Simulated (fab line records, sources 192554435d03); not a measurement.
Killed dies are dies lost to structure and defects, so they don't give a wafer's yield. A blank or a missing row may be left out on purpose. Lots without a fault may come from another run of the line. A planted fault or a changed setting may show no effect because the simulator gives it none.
fab line records | flow n5_finfet
record lots=6 wafers=18 last_day=18
route steps=1938 shown BEOL_M3@1015 BEOL_M4@1021 PASSIVATION@1936
lots that met no fault: from a run of the same line without faults
start_h: hours from the record's first day to the start of the lot's first wafer shown | wait_h: hours since the lot's step before | " the same as in the row above | L1.1+2: a row that stands for several wafers | - no value, or no start given | * or withheld: withheld | < > ~ a bound
route shown NAME@n: a module of which the file shows steps, and the number in the route of the first | usual: mean/standard deviation of fault-free wafers | same: alike in all rows | chamber/n: place in a boat | sites: the reading at each site | _std_site: their standard deviation | _edge_site: outer sites' mean less inner sites' | radius_mm: how far each site lies from the wafer's centre | mask NAME#n: copy n | behind: the tool/chamber that last shaped the wafer | hold: why the lot was held/for how many hours/how that ended | device: the transistor (n, p or np) that didn't switch | end of line: the same wafers' tests at the end of the route | a step without rows: its recipe alone | killed: dies lost to structure and defects at the first sort, not the wafer's yield | map: a wafer's dies, x killed, . not, _ none there
set.NAME: the setting as run; set.NAME@STEP: as run at that earlier step | model.NAME: the simulator's own value behind a step, which no gauge read
lots at some steps of the route; a table a step, a row a wafer
services: from which hour (start_h, from the record's first day; less than 0 if before it) a tool's chamber was out of use, for how many hours, and why
## steps
# step N5_BEOL_M3_PRE_CLEAN_60
# recipe gas=NH3/H2 time_s=15 temp_c=* rf_power_w=300
# usual heater_power_w=80/16
# columns lot.wafer tool chamber start_h wait_h heater_power_w
L789.1 cvd_co-02 2 171.97 0.0 77
L789.4 " 1 " " 105
L789.5 " 0 " " 83
L790.1 cvd_co-01 0 178.30 0.0 91
L790.2 " 2 " " 63
L790.5 " 1 " " 45
L797.1 cvd_co-01 0 218.20 0.0 92
L797.4 " 0 " " 93
L797.5 " 2 " " 64
L807.1 cvd_co-02 2 282.87 0.0 77
L807.2 " 0 " " 85
L807.4 " 1 " " 99
L808.2 cvd_co-01 1 291.02 0.0 44
L808.4 " 2 " " 64
L808.6 " 0 " " 94
L810.1 cvd_co-02 2 297.14 0.0 76
L810.3 " 0 " " 84
L810.5 " 2 " " 77
# step N5_BEOL_M3_CO_CAP_55
# recipe material=Co target_thk_a=20 temp_c=200 precursor=CCTBA/H2 pressure_torr=30 time_s=102.1
# step N5_BEOL_M3_PRE_CLEAN_56
# recipe gas=NH3 time_s=15 temp_c=withheld rf_power_w=300
# step N5_BEOL_M3_DEP_57
# recipe material=SiCN target_thk_a=80 temp_c=withheld precursor=3MS/NH3 pressure_torr=3 rf_w=202 time_s=14
# usual showerhead_plenum_p_Torr=3.659/0.014 throttle_valve_pct=9.0/0.7
# columns lot.wafer tool chamber start_h wait_h showerhead_plenum_p_Torr throttle_valve_pct
L789.1 pecvd-01 2 172.13 0.0 3.673 8.8
L789.4 " 0 " " 3.644 10.2
L789.5 " 1 " " 3.645 8.6
L790.1 pecvd-04 1 178.46 0.0 3.687 8.6
L790.2 " 0 " " 3.650 8.4
L790.5 " 1 " " 3.677 8.6
L797.1 pecvd-03 0 218.35 0.0 3.660 9.4
L797.4 " 1 " " 3.669 9.6
L797.5 " 0 " " 3.665 9.2
L807.1 pecvd-01 0 283.03 0.0 3.633 10.0
L807.2 " 1 " " 3.640 8.4
L807.4 " 0 " " 3.641 10.2
L808.2 pecvd-03 1 291.17 0.0 3.673 9.8
L808.4 " 1 " " 3.672 9.8
L808.6 " 2 " " 3.674 8.2
L810.1 pecvd-03 2 297.29 0.0 3.668 7.9
L810.3 " 1 " " 3.665 10.0
L810.5 " 2 " " 3.675 8.3
# step N5_BEOL_M3_RS_MEAS_58
# recipe thk_meas_gauge=four-point-probe reads=Co_of_BEOL_M3_CO_CAP_55+Cu_of_BEOL_M3_ECD_50+Co_of_BEOL_M3_CVD_47+TaN_of_BEOL_M3_ALD_84
# usual M3_RS=0.67/0.032
# columns lot.wafer tool chamber start_h wait_h M3_RS[ohm/sq]
L789.1 film_metro-02 - 172.19 0.0 0.63
L789.4 " - " " 0.64
L789.5 " - " " 0.62
L790.1 film_metro-01 - 178.53 0.1 0.75
L790.2 " - " " 0.71
L790.5 " - " " 0.71
L797.1 film_metro-02 - 218.42 0.0 0.67
L797.4 " - " " 0.67
L797.5 " - " " 0.63
L807.1 film_metro-02 - 283.09 0.0 0.69
L807.2 " - " " 0.68
L807.4 " - " " 0.66
L808.2 film_metro-02 - 291.24 0.1 0.72
L808.4 " - " " 0.73
L808.6 " - " " 0.68
L810.1 film_metro-01 - 297.36 0.0 0.75
L810.3 " - " " 0.71
L810.5 " - " " 0.70
# step N5_BEOL_M3_INSPECT_59
# recipe inspect_instrument=darkfield mode=post_dep
# usual raw_defect_count=67/24
# columns lot.wafer tool chamber start_h wait_h raw_defect_count
L789.1 defect_inspect-01 - 172.22 0.0 59
L789.4 " - " " 43
L789.5 " - " " 36
L790.1 defect_inspect-01 - 178.56 0.0 41
L790.2 " - " " 50
L790.5 " - " " 68
L797.1 defect_inspect-02 - 218.45 0.0 65
L797.4 " - " " 92
L797.5 " - " " 72
L807.1 defect_inspect-01 - 283.12 0.0 46
L807.2 " - " " 57
L807.4 " - " " 57
L808.2 defect_inspect-02 - 291.27 0.0 89
L808.4 " - " " 61
L808.6 " - " " 55
L810.1 defect_inspect-02 - 297.39 0.0 46
L810.3 " - " " 65
L810.5 " - " " 44
# step N5_BEOL_M4_ILD_DEP_00
# recipe material=SiOC target_thk_a=790 temp_c=350 precursor=DEMS/O2 pressure_torr=5 rf_w=500 time_s=15.3
# usual heater_power_w=464/39 showerhead_plenum_p_Torr=5.694/0.014 throttle_valve_pct=12.1/0.86
# columns lot.wafer tool chamber start_h wait_h heater_power_w showerhead_plenum_p_Torr throttle_valve_pct
L789.1 pecvd-02 0 172.26 0.0 477 5.700 12.9
L789.4 " 2 " " 439 5.711 11.1
L789.5 " 0 " " 463 5.698 12.7
L790.1 pecvd-02 2 178.60 0.0 443 5.701 11.3
L790.2 " 0 " " 537 5.690 12.8
L790.5 " 0 " " 539 5.701 12.6
L797.1 pecvd-02 0 218.48 0.0 476 5.700 12.6
L797.4 " 2 " " 450 5.691 11.1
L797.5 " 1 " " 433 5.702 13.0
L807.1 pecvd-03 0 283.16 0.0 462 5.687 12.1
L807.2 " 1 " " 497 5.709 12.9
L807.4 " 1 " " 489 5.703 12.7
L808.2 pecvd-01 1 291.30 0.0 490 5.663 11.2
L808.4 " 2 " " 475 5.699 12.0
L808.6 " 1 " " 497 5.678 11.2
L810.1 pecvd-01 2 297.42 0.0 530 5.688 11.7
L810.3 " 0 " " 419 5.664 13.6
L810.5 " 2 " " 543 5.691 11.7
# step N5_BEOL_M4_THK_MEAS_01
# recipe reads=SiOC_of_BEOL_M4_ILD_DEP_00
# usual M4_ILD_THK=78.9/0.97
# columns lot.wafer tool chamber start_h wait_h M4_ILD_THK[nm]
L789.1 film_metro-02 - 172.32 0.0 78.8
L789.4 " - " " 79.7
L789.5 " - " " 79.7
L790.1 film_metro-01 - 178.67 0.0 78.2
L790.2 " - " " 76.9
L790.5 " - " " 80.3
L797.1 film_metro-01 - 218.55 0.0 79.2
L797.4 " - " " 80.6
L797.5 " - " " 80.2
L807.1 film_metro-02 - 283.22 0.0 78.0
L807.2 " - " " 78.0
L807.4 " - " " 80.2
L808.2 film_metro-01 - 291.37 0.1 77.3
L808.4 " - " " 78.7
L808.6 " - " " 77.9
L810.1 film_metro-02 - 297.49 0.0 78.3
L810.3 " - " " 77.9
L810.5 " - " " 80.3
# step N5_BEOL_M4_PECVD_72
# recipe material=SiO2 target_thk_a=160 temp_c=400 precursor=TEOS/O2 pressure_torr=5.5 rf_w=450 teos_flow_sccm=53.8 gas=O2 flow_sccm=3000 time_s=18
# usual heater_power_w=686/66 showerhead_plenum_p_Torr=8.77/0.058 throttle_valve_pct=22.6/1.7
# columns lot.wafer tool chamber start_h wait_h heater_power_w showerhead_plenum_p_Torr throttle_valve_pct
L789.1 pecvd-01 1 172.36 0.0 793 8.68 21.1
L789.4 " 1 " " 785 8.70 21.2
L789.5 " 0 " " 663 8.66 25.3
L790.1 pecvd-03 0 178.71 0.0 581 8.75 22.6
L790.2 " 2 " " 801 8.87 19.8
L790.5 " 0 " " 582 8.76 22.9
L797.1 pecvd-01 0 218.59 0.0 673 8.69 25.5
L797.4 " 0 " " 677 8.66 25.7
L797.5 " 2 " " 753 8.77 22.3
L807.1 pecvd-01 1 283.26 0.0 703 8.69 21.2
L807.2 " 0 " " 685 8.68 25.3
L807.4 " 0 " " 666 8.67 25.3
L808.2 pecvd-03 0 291.41 0.0 647 8.76 23.1
L808.4 " 1 " " 653 8.82 24.2
L808.6 " 0 " " 665 8.75 22.7
L810.1 pecvd-03 2 297.53 0.0 658 8.85 19.9
L810.3 " 0 " " 625 8.75 22.8
L810.5 " 0 " " 620 8.77 22.8
# step N5_BEOL_M4_HM_DEP_02
# recipe material=TiN target_thk_a=200 temp_c=25 chamber_pressure_pa=0.49996
# usual throttle_valve_pct=30.0/1.2
# columns lot.wafer tool chamber start_h wait_h throttle_valve_pct
L789.1 pvd_sputter-03 - 174.48 2.1 31.7
L789.4 " - " " 28.3
L789.5 " - " " 30.7
L790.1 pvd_sputter-03 - 179.34 0.6 29.5
L790.2 " - " " 31.5
L790.5 " - " " 29.3
L797.1 pvd_sputter-01 - 219.80 1.2 29.7
L797.4 " - " " 29.4
L797.5 " - " " 29.5
L807.1 pvd_sputter-03 - 284.10 0.8 30.5
L807.2 " - " " 29.4
L807.4 " - " " 28.2
L808.2 pvd_sputter-01 - 291.47 0.0 29.6
L808.4 " - " " 29.3
L808.6 " - " " 30.1
L810.1 pvd_sputter-03 - 298.31 0.8 30.6
L810.3 " - " " 27.9
L810.5 " - " " 27.9
# step N5_BEOL_M4_COAT_61
# recipe resist=SOC temp_c=250 time_s=60 spin_rpm=1500 resist_thk_nm=60
# step N5_BEOL_M4_COAT_62
# recipe resist=SiARC temp_c=220 time_s=60 spin_rpm=1500 resist_thk_nm=12
# step N5_BEOL_M4_COAT_73
# recipe resist=underlayer temp_c=205 time_s=60 spin_rpm=1500 resist_thk_nm=5
# usual heater_power_total_W=391.7/1.3 plate_temp_C=204.99/0.14
# columns lot.wafer tool chamber start_h wait_h heater_power_total_W plate_temp_C
L789.1 litho_track-01 0 174.62 - 390.6 204.90
L789.4 " 0 " " 392.4 205.23
L789.5 " 0 " " 390.1 205.00
L790.1 litho_track-01 0 179.48 - 389.7 205.12
L790.2 " 0 " " 391.9 205.13
L790.5 " 0 " " 393.0 205.07
L797.1 litho_track-03 0 220.03 - 389.8 204.99
L797.4 " 0 " " 392.2 204.93
L797.5 " 0 " " 393.6 204.95
L807.1 litho_track-03 0 284.23 - 410.5 211.89
L807.2 " 0 " " 406.0 211.92
L807.4 " 0 " " 405.9 211.74
L808.2 litho_track-03 0 291.60 - 410.3 211.85
L808.4 " 0 " " 410.5 211.90
L808.6 " 0 " " 410.6 211.77
L810.1 litho_track-02 0 298.45 - 392.2 205.04
L810.3 " 0 " " 390.9 204.98
L810.5 " 0 " " 392.3 204.87
# step N5_BEOL_M4_COAT_05
# recipe resist=CAR-EUV spin_rpm=1500 resist_thk_nm=30
# step N5_BEOL_M4_RC_MEAS_101
# usual DIBL_N=35.8/1.4 DIBL_P=35.8/1.6 IOFF_N=0.152/0.021 IOFF_P=0.204/0.027 ION_N=672/8.7 ION_P=461/6.2 SS_N=71.5/0.54 SS_P=73.1/0.57 VT_N=250.0/2.5 VT_P=-250.6/2.7
# columns lot.wafer tool chamber start_h wait_h DIBL_N[mV/V] DIBL_P[mV/V] IOFF_N[nA/um] IOFF_P[nA/um] ION_N[uA/um] ION_P[uA/um] SS_N[mV/dec] SS_P[mV/dec] VT_N[mV] VT_P[mV]
L789.1 prober-01 0 184.11 0.0 35.3 35.9 0.179 0.233 691 470 71.3 73.4 243.8 -246.8
L789.4 " 0 " " 34.5 34.7 0.155 0.213 673 462 70.7 72.4 250.6 -249.4
L789.5 " 0 " " 34.5 35.3 0.166 0.224 678 465 70.2 72.7 246.7 -247.9
L790.1 prober-01 0 192.13 0.0 34.2 35.6 0.135 0.169 677 459 71.9 72.5 252.0 -255.8
L790.2 " 0 " " 35.6 37.6 0.158 0.192 685 463 72.7 73.5 250.6 -253.6
L790.5 " 0 " " 33.8 35.6 0.136 0.170 679 455 72.4 72.4 251.7 -253.4
L797.1 prober-02 0 233.52 0.0 36.3 37.3 0.147 0.183 662 452 71.3 73.2 252.2 -253.7
L797.4 " 0 " " 36.9 38.2 0.158 0.208 675 462 71.7 72.9 248.9 -250.9
L797.5 " 0 " " 37.4 39.1 0.161 0.204 676 460 72.4 73.4 248.6 -251.5
L807.1 prober-01 0 291.56 0.0 36.3 35.9 0.163 0.243 673 463 71.8 73.6 250.0 -248.4
L807.2 " 0 " " 36.5 35.0 0.161 0.220 669 461 72.2 72.5 249.1 -248.7
L807.4 " 0 " " 36.1 35.4 0.157 0.228 666 462 72.5 73.6 251.5 -249.4
L808.2 prober-02 0 302.37 0.2 35.9 34.7 0.135 0.194 678 462 71.0 72.6 253.1 -249.2
L808.4 " 0 " " 36.2 35.5 0.140 0.197 670 453 71.8 73.4 252.7 -249.8
L808.6 " 0 " " 37.6 37.1 0.168 0.229 688 471 71.4 74.1 248.9 -248.6
L810.1 prober-01 0 308.17 0.0 37.6 37.0 0.195 0.238 675 469 71.7 73.3 247.3 -248.0
L810.3 " 0 " " 37.1 36.8 0.183 0.251 674 472 72.2 73.9 248.4 -242.6
L810.5 " 0 " " 35.7 35.2 0.154 0.212 660 461 71.3 73.3 249.9 -244.7
# step N5_PASSIVATION_PROBE_49
# usual defect_limited_yield=91.6/1.4 killed_at_M0_to_M3=33/9.7 killed_at_M4_up=13/5.4 killed_at_contacts=13/6.6 killed_at_front_end=36/11 killed_at_other=3.9/3 killed_dies=99/16 killed_open=66/12 killed_short=32/7.9 sort_bin_5_function=4.9/0.9 sort_bin_6_memory=3.2/0.67 sort_n_pass=1081/16 sort_yield_pct=91.6/1.4
# same gross_dies=1180 killed_at_back_side=0 sort_bin_4_leakage[%]=0 sort_bin_8_speed[%]=0
# columns lot.wafer tool chamber start_h wait_h defect_limited_yield[%] killed_at_M0_to_M3 killed_at_M4_up killed_at_contacts killed_at_front_end killed_at_other killed_dies killed_open killed_short sort_bin_5_function[%] sort_bin_6_memory[%] sort_n_pass sort_yield_pct[%]
L789.1 prober-02 - 292.64 0.0 91.9 47 17 2 27 3 96 67 29 5.2 2.7 1084 91.9
L789.4 prober-02 - 292.79 0.2 91.9 35 15 6 39 0 95 57 38 4.9 2.8 1085 91.9
L789.5 prober-02 - 292.84 0.2 92.7 30 21 3 31 1 86 60 25 4.6 2.6 1094 92.7
L790.1 prober-01 - 302.88 0.0 91.5 39 12 8 30 11 100 67 33 5.4 2.6 1080 91.5
L790.2 prober-01 - 302.93 0.1 92.7 26 13 9 31 7 86 52 34 4.4 2.5 1094 92.7
L790.5 prober-01 - 303.08 0.2 91.4 29 17 14 36 5 101 71 30 5.3 3.2 1079 91.4
L807.1 prober-02 - 388.19 0.0 91.4 21 13 12 49 7 102 68 34 5.7 2.6 1078 91.4
L807.2 prober-02 - 388.24 0.1 90.9 31 11 7 53 5 107 64 42 5.9 2.8 1073 90.9
L807.4 prober-02 - 388.34 0.2 91.6 27 18 5 43 6 99 67 32 5.4 2.8 1081 91.6
L808.2 prober-01 - 406.66 0.1 92.1 36 6 16 33 2 93 59 33 4.2 3.4 1087 92.1
L808.6 prober-01 - 406.86 0.3 92.5 35 6 11 32 5 89 60 27 4.7 2.6 1091 92.5
L810.1 prober-02 - 420.55 0.0 94.3 14 14 14 25 0 67 42 24 3.3 2.2 1113 94.3
L810.3 prober-02 - 420.65 0.1 91.9 30 11 14 36 4 95 66 28 4.2 3.6 1085 91.9
L810.5 prober-02 - 420.75 0.2 91.5 40 10 23 27 0 100 69 30 5.5 2.5 1080 91.5
# killed by level:class
L789.1 BEOL_M0_SAQP:geometric_particle:open=14 BEOL_M0_SAQP:geometric_particle:short=11 BEOL_M4:geometric_particle:open=9 BEOL_M1:geometric_particle:open=7 BEOL_M2:geometric_particle:open=7 DUMMY_GATE:geometric_particle:open=6 FIN_SAQP:geometric_particle:short=5 STI_FIN_REVEAL:geometric_particle:open=4
L789.4 DUMMY_GATE:geometric_particle:open=10 BEOL_M0_SAQP:geometric_particle:short=10 BEOL_M0_SAQP:geometric_particle:open=8 FIN_SAQP:geometric_particle:short=7 BEOL_M1:geometric_particle:open=6 FIN_SAQP:geometric_particle:open=5 MOL_CONTACT_COAG:geometric_particle:open=4 BEOL_M3:geometric_particle:open=4
L789.5 BEOL_M4:geometric_particle:open=10 BEOL_M0:geometric_particle:open=7 FIN_SAQP:geometric_particle:open=6 BEOL_M2:geometric_particle:open=6 BEOL_M6:geometric_particle:open=5 BEOL_M0_SAQP:geometric_particle:short=4 BEOL_M1:geometric_particle:open=4 STARTING-WAFER:geometric_particle:short=4
L790.1 STI_FIN_REVEAL:geometric_particle:open=15 BEOL_M0_SAQP:geometric_particle:open=11 BEOL_M0_SAQP:geometric_particle:short=10 MOL_CONTACT_COAG:geometric_particle:open=6 BEOL_M0:geometric_particle:open=5 DUMMY_GATE:geometric_particle:open=4 BEOL_M2:geometric_particle:open=3 BEOL_M2:geometric_particle:short=3
L790.2 MOL_CONTACT_COAG:geometric_particle:open=8 FIN_SAQP:geometric_particle:short=7 BEOL_M3:geometric_particle:open=6 BEOL_M0_SAQP:geometric_particle:short=6 BEOL_M0_SAQP:geometric_particle:open=6 STARTING-WAFER:geometric_particle:short=5 STI_FIN_REVEAL:geometric_particle:open=4 BEOL_M1:geometric_particle:open=4
L790.5 FIN_SAQP:geometric_particle:open=12 MOL_CONTACT_COAG:geometric_particle:open=10 BEOL_M0_SAQP:geometric_particle:short=7 BEOL_M3:geometric_particle:open=7 BEOL_M4:geometric_particle:open=6 BEOL_M0_SAQP:geometric_particle:open=5 DUMMY_GATE:geometric_particle:open=4 MOL_CONTACT_COAG:geometric_particle:short=4
L807.1 FIN_SAQP:geometric_particle:short=16 MOL_CONTACT_COAG:geometric_particle:open=11 FIN_SAQP:geometric_particle:open=8 BEOL_M4:geometric_particle:open=6 STI_FIN_REVEAL:geometric_particle:open=5 BEOL_M0_SAQP:geometric_particle:open=5 BEOL_M3:geometric_particle:open=5 DUMMY_GATE:geometric_particle:open=4
L807.2 FIN_SAQP:geometric_particle:short=13 GATE_CUT:geometric_particle:open=9 BEOL_M2:geometric_particle:open=8 FIN_SAQP:geometric_particle:open=7 GATE_CUT:geometric_particle:short=7 BEOL_M0_SAQP:geometric_particle:short=7 MOL_CONTACT_COAG:geometric_particle:open=6 BEOL_M0_SAQP:geometric_particle:open=6
L807.4 BEOL_M1:geometric_particle:open=8 BEOL_M4:geometric_particle:open=8 BEOL_M3:geometric_particle:open=8 FIN_SAQP:geometric_particle:short=6 FIN_SAQP:geometric_particle:open=5 MOL_CONTACT_COAG:geometric_particle:open=5 STARTING-WAFER:geometric_particle:open=5 GATE_CUT:geometric_particle:open=4
L808.2 MOL_CONTACT_COAG:geometric_particle:open=11 BEOL_M0_SAQP:geometric_particle:open=9 BEOL_M0_SAQP:geometric_particle:short=7 BEOL_M2:geometric_particle:short=6 FIN_SAQP:geometric_particle:open=5 STI_FIN_REVEAL:geometric_particle:open=5 MOL_CONTACT_COAG:geometric_particle:short=5 BEOL_M3:geometric_particle:open=5
L808.6 DUMMY_GATE:geometric_particle:open=9 BEOL_M2:geometric_particle:open=9 MOL_CONTACT_COAG:geometric_particle:open=8 BEOL_M3:geometric_particle:short=6 STARTING-WAFER:geometric_particle:open=6 BEOL_M0_SAQP:geometric_particle:short=5 FIN_SAQP:geometric_particle:open=4 STI_FIN_REVEAL:geometric_particle:open=4
L810.1 MOL_CONTACT_COAG:geometric_particle:open=12 GATE_CUT:geometric_particle:short=5 STI_FIN_REVEAL:geometric_particle:open=4 ILD0:geometric_particle:open=4 BEOL_M1:geometric_particle:short=4 BEOL_M4:geometric_particle:open=4 STI_FIN_REVEAL:geometric_particle:short=3 BEOL_M3:geometric_particle:open=3
L810.3 STI_FIN_REVEAL:geometric_particle:open=11 MOL_CONTACT_COAG:geometric_particle:open=10 BEOL_M2:geometric_particle:open=10 BEOL_M3:geometric_particle:open=8 GATE_CUT:geometric_particle:open=5 FIN_SAQP:geometric_particle:short=4 MOL_CONTACT_COAG:geometric_particle:short=4 BEOL_M0_SAQP:geometric_particle:open=4
L810.5 MOL_CONTACT_COAG:geometric_particle:open=18 BEOL_M2:geometric_particle:open=10 BEOL_M0_SAQP:geometric_particle:open=8 BEOL_M3:geometric_particle:open=6 MOL_CONTACT_COAG:geometric_particle:short=5 BEOL_M0_SAQP:geometric_particle:short=5 BEOL_M4:geometric_particle:open=5 FIN_SAQP:geometric_particle:open=4
## services
# columns tool chamber start_h hours kind
pecvd-03 2 183.78 5.5 scheduled_down
pecvd-01 2 186.98 2.1 scheduled_down
pecvd-01 2 192.19 10.5 repair
pecvd-03 1 197.80 2.1 scheduled_down
pecvd-04 2 202.38 - clean
pecvd-04 2 202.38 - consumable_replace:showerhead
pecvd-04 2 202.38 29.0 scheduled_down
pecvd-04 2 202.38 29.0 vent_cycle
pecvd-03 - 210.90 0.7 repair
pecvd-01 1 237.48 10.0 repair
cvd_co-01 - 245.95 6.9 pm
pecvd-04 1 262.26 5.5 scheduled_down
pecvd-01 0 272.62 5.5 scheduled_down
pecvd-01 - 283.86 6.0 pm
cvd_co-02 - 284.48 3.8 pm
pecvd-02 0 291.76 2.1 scheduled_down
pecvd-03 - 297.75 2.6 repair
## key
first_sign step=N5_BEOL_M4_COAT_73 reading=plate_temp_C direction=up sigmas=50 usual=* struck=*
effect step=N5_BEOL_M4_COAT_73 reading=heater_power_total_W direction=up sigmas=13 usual=* struck=*
met_at N5_BEOL_M4_COAT_73
struck_wafers L807.1,L807.2,L807.4,L808.2,L808.4,L808.6
onset_between 220.03 284.23
fault kind=process_parameter_drift tool=litho_track-03 chamber=- onset_h=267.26 steps=N5_BEOL_M4_COAT_73 channel=temp_c offset=* shape=step end_h=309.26 acts_in=* stated=*
